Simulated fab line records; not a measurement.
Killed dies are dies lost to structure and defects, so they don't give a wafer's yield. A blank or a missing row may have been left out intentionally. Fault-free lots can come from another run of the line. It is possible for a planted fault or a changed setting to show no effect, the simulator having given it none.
A single fault, viewed from 3 desks | flow n5-finfet | each desk has only its own numbers; what lay behind them comes last

== AT THE TOOL OWNER'S DESK: ald-sin-03 ==
The tool's own readings at N5_STI_FIN_REVEAL_ALD_00 (deposits SiO2, target thk 1 nm, pulse time 1 s): means of the sampled wafers that have a number, for each lot that ran on this tool. The brackets show how far a lot's mean lies from the usual mean; more than 4 standard deviations puts the lot out of limits, marked OUT.
Columns: A = heater-power-w at N5_STI_FIN_REVEAL_ALD_00, usual 450 W; B = precursor-pulse-height-rel at N5_STI_FIN_REVEAL_ALD_00, usual 1.002
lot  | first seen here | A   | B
L992 | day 5 05:19     | 495 | 0.996
L993 | day 5 10:17     | 484 | 1.006
L994 | day 5 17:38     | 442 | 0.999
Finding of this desk: none of the 3 lots has anything out of limits.

== THE METROLOGY DESK ==
What the gauges read for every lot (on any tool): the sampled wafers with a number, averaged. The brackets show how far a lot's mean lies from the usual mean; more than 4 standard deviations puts the lot out of limits, marked OUT. It has 10 readings; the 7 that lie furthest out on some lot are the ones shown.
Columns: A = DIBL_N at N5_BEOL_M4_RC_MEAS_101, usual 36.1 mV/V; B = DIBL_P at N5_BEOL_M4_RC_MEAS_101, usual 36.1 mV/V; C = IOFF_N at N5_BEOL_M4_RC_MEAS_101, usual 0.154 nA/um; D = IOFF_P at N5_BEOL_M4_RC_MEAS_101, usual 0.201 nA/um; E = ION_N at N5_BEOL_M4_RC_MEAS_101, usual 675 uA/um; F = SS_N at N5_BEOL_M4_RC_MEAS_101, usual 71.5 mV/dec; G = VT_N at N5_BEOL_M4_RC_MEAS_101, usual 250.0 mV
lot  | first seen here | A    | B    | C     | D     | E   | F    | G
L981 | day 8 01:46     | 35.0 | 35.1 | 0.147 | 0.189 | 676 | 72.0 | 250.8
L993 | day 11 16:17    | 34.3 | 34.0 | 0.140 | 0.175 | 673 | 71.0 | 251.2
L992 | day 11 19:54    | 36.2 | 34.9 | 0.149 | 0.196 | 673 | 70.8 | 251.6
L994 | day 11 21:48    | 37.9 | 36.9 | 0.193 | 0.235 | 685 | 71.6 | 244.5
L996 | day 11 23:13    | 37.4 | 39.2 | 0.178 | 0.225 | 673 | 71.9 | 250.0
L997 | day 13 00:07    | 35.9 | 36.6 | 0.152 | 0.211 | 673 | 71.0 | 251.1
Finding of this desk: none of the 6 lots has anything out of limits.

== THE DEFECT DESK ==
What the inspections along the route counted, lot by lot: means of the sampled wafers that have a number. The brackets show how far a lot's mean lies from the usual mean; more than 4 standard deviations puts the lot out of limits, marked OUT.
Columns: A = raw-defect-count at N5_FIN_CUT_INSPECT_17, usual 234
lot  | first seen here | A
L981 | day 2 10:14     | 214
L992 | day 5 05:11     | 247
L993 | day 5 10:07     | 178
L994 | day 5 16:07     | 213
L996 | day 6 04:38     | 183
L997 | day 6 09:13     | 160
Finding of this desk: none of the 6 lots has anything out of limits.

== TAKEN TOGETHER ==
Nothing out of limits was seen by the tool owner's desk.
Nothing out of limits was seen by the metrology desk.
The defect desk saw nothing out of limits.

== WHAT THE SIMULATOR HAD INSERTED ==
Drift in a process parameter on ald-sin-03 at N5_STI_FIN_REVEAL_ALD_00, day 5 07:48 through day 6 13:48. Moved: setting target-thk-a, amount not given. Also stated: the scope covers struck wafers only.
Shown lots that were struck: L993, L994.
